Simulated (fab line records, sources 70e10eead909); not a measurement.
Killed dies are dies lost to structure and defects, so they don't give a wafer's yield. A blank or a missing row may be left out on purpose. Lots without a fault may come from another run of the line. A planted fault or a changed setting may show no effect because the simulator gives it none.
Problem report in the 8D (eight disciplines) form, filled by code | flow nand_harc | the parts of the form that need people (team, actions taken, sign-off) are left out

1. THE PROBLEM
run_length_s at NHARC_P_M1_ETCH_35 reads a mean of 54.6 s on 2 wafers of 1 lot; wafers without a fault read 65.3 s with a standard deviation of 0.41. That is -26 standard deviations from the usual mean.
The step: etches the open film in N2/H2, target depth 40 nm, overetch 12 nm, time 43.94 s.
First seen on wafer L766.1, day 9 22:39, on rie_diel-06. The record holds 36 wafers of 12 lots with a number at this step. Rule for "out", or "out of limits": more than 4 standard deviations from the usual mean. The other wafers with a number count as sound.

2. WHAT IT IS AND WHAT IT IS NOT
question                    | is               | is not
which readings at this step | run_length_s     | chamber_pressure_mTorr, drypump_motor_current_A, mfc_ar_sccm, oes_product_au, rf_vpp_V, showerhead_plenum_p_Torr, throttle_valve_pct
which lots                  | L766             | L757, L758, L769, L771, L774, L775, L776, L777, L778, L779, L780
which wafers of those lots  | L766.1, L766.2   | L766.5
read on which tools         | rie_diel-06      | rie_diel-03, rie_diel-07
when                        | from day 9 22:39 | up to then (7 sound wafers); but 27 sound wafers of L769, L771, L774, L775, L776, L777, L778, L779, L780 came after

3. SUSPECTS, AND WHAT RULES EACH OUT
Counting: a tool at a process step up to the reading stays a suspect if it ran every lot that is out. Sound lots after the first of them don't rule it out here, since some wafers of a struck lot are sound.
- cmp-02 at NHARC_P_M0_CMP_23 (polishes, t overpolish 20 s, target thk 117.54 nm): kept. It ran the lot that is out, L766 (day 9 20:33); its last sound lot up to then is L757 (day 6 10:01).
- rie_diel-06 at NHARC_P_M1_ETCH_35 (etches the open film in N2/H2, target depth 40 nm, overetch 12 nm, time 43.94 s): kept. It ran the lot that is out, L766 (day 9 22:39). Its own readings are out on those wafers: run_length_s.
- Within cmp-02 at NHARC_P_M0_CMP_23: the wafers that are out ran in chambers 0, 2; their sound lot-mates ran in chamber 1.
Left after counting: cmp-02 at NHARC_P_M0_CMP_23, rie_diel-06 at NHARC_P_M1_ETCH_35.

4. THE CAUSE (what the simulator had put in)
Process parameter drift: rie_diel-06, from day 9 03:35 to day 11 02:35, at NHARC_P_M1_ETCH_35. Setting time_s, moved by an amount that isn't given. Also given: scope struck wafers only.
Counting left 2 suspects, and this tool is among them.

5. THE CHAIN OF EFFECTS, in route order
Each row: a reading whose mean over the struck wafers that have a number lies more than 3 standard deviations from the usual. Only readings for which the record gives a usual standard deviation are gone through. hours: the time from each lot's start at the first step in this table that gives one to its start at this step, as a median over the lots. sigmas: the change in usual standard deviations.
hours | step               | reading      | usual  | on struck wafers | change | sigmas
0     | NHARC_P_M1_ETCH_35 | run_length_s | 65.3 s | 54.6             | -10.7  | -26
The process steps in it:
- NHARC_P_M1_ETCH_35: etches the open film in N2/H2, target depth 40 nm, overetch 12 nm, time 43.94 s.
Later measuring or inspecting steps at which every struck wafer that the step has a row for has a number for every such reading, and none has moved that far: NHARC_END_SORT_01.

6. WHAT WOULD HAVE CAUGHT IT SOONER
In this record the first reading out of limits was taken at day 9 22:39, 19 hours after the fault began at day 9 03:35.
